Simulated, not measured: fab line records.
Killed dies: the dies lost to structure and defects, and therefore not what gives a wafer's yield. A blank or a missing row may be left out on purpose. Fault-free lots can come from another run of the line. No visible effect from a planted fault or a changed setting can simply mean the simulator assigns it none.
Matching of chambers	flow n5 finfet	N5_BEOL_M2_ETCH_69 on rie diel-01 has 4 sister chambers
The step etches SiARC in CF4, target depth 15.6 nm, time 26 s. 18 wafers are shown with their chamber, then 9 later ones without.

## WAFERS, EACH WITH ITS CHAMBER
wafer	chamber	drypump motor current A (A)	showerhead plenum p Torr (Torr)	throttle valve pct (%)
L074.1	0	5.2	2.25	15.44
L074.3	3	6.2	2.11	15.73
L074.4	2	5.6	2.09	15.33
L075.1	1	5.3	2.10	15.94
L075.4	0	5.2	2.25	15.45
L075.6	3	6.1	2.11	15.74
L077.3	2	5.6	2.09	15.33
L077.5	2	5.6	2.09	15.33
L077.6	1	5.3	2.10	15.95
L087.2	2	5.6	2.08	15.40
L087.4	0	5.2	2.24	15.52
L087.6	2	5.6	2.08	15.40
L089.1	0	5.2	2.23	15.51
L089.3	2	5.6	2.08	15.40
L089.6	3	6.1	2.10	15.19
L091.3	2	5.6	2.08	15.41
L091.4	0	5.2	2.23	15.51
L091.6	2	5.6	2.08	15.42

SIGNATURES (means of the wafers above)
reading	chamber 0	chamber 1	chamber 2	chamber 3	scatter within a chamber
drypump motor current A	5.200	5.300	5.600	6.133	0.0218
showerhead plenum p Torr	2.2400	2.1000	2.0838	2.1067	0.00684
throttle valve pct	15.4860	15.9450	15.3775	15.5533	0.124
Rule: for a wafer and a chamber, the distance is found by dividing, reading by reading, the gap between the wafer's reading and the chamber's mean by the reading's scatter, squaring, summing and taking the root. If the next closest chamber is less than 2 further off than the closest, the wafer can't be placed; otherwise it belongs to the closest. The scatter: the root of (the sum of the squares of (reading less its chamber's mean) over the shown wafers, divided by (wafers less chambers)).

## WAFERS WITH NO CHAMBER GIVEN
wafer	drypump motor current A (A)	showerhead plenum p Torr (Torr)	throttle valve pct (%)
L093.2	5.3	2.10	15.48
L093.5	5.2	2.23	15.55
L093.6	5.3	2.10	15.46
L095.1	5.6	2.07	15.45
L095.2	6.1	2.09	15.24
L095.3	5.2	2.23	15.54
L097.1	5.6	2.07	15.45
L097.3	6.2	2.09	15.22
L097.4	5.3	2.09	15.48

## WHICH CHAMBER EACH WENT THROUGH
wafer	from the rows above	in truth
L093.2	1	1
L093.5	0	0
L093.6	1	1
L095.1	2	2
L095.2	3	3
L095.3	0	0
L097.1	2	2
L097.3	3	3
L097.4	1	1
Placed correctly: 9 of 9. Can't be placed from these rows: 0. Placed wrongly: 0.
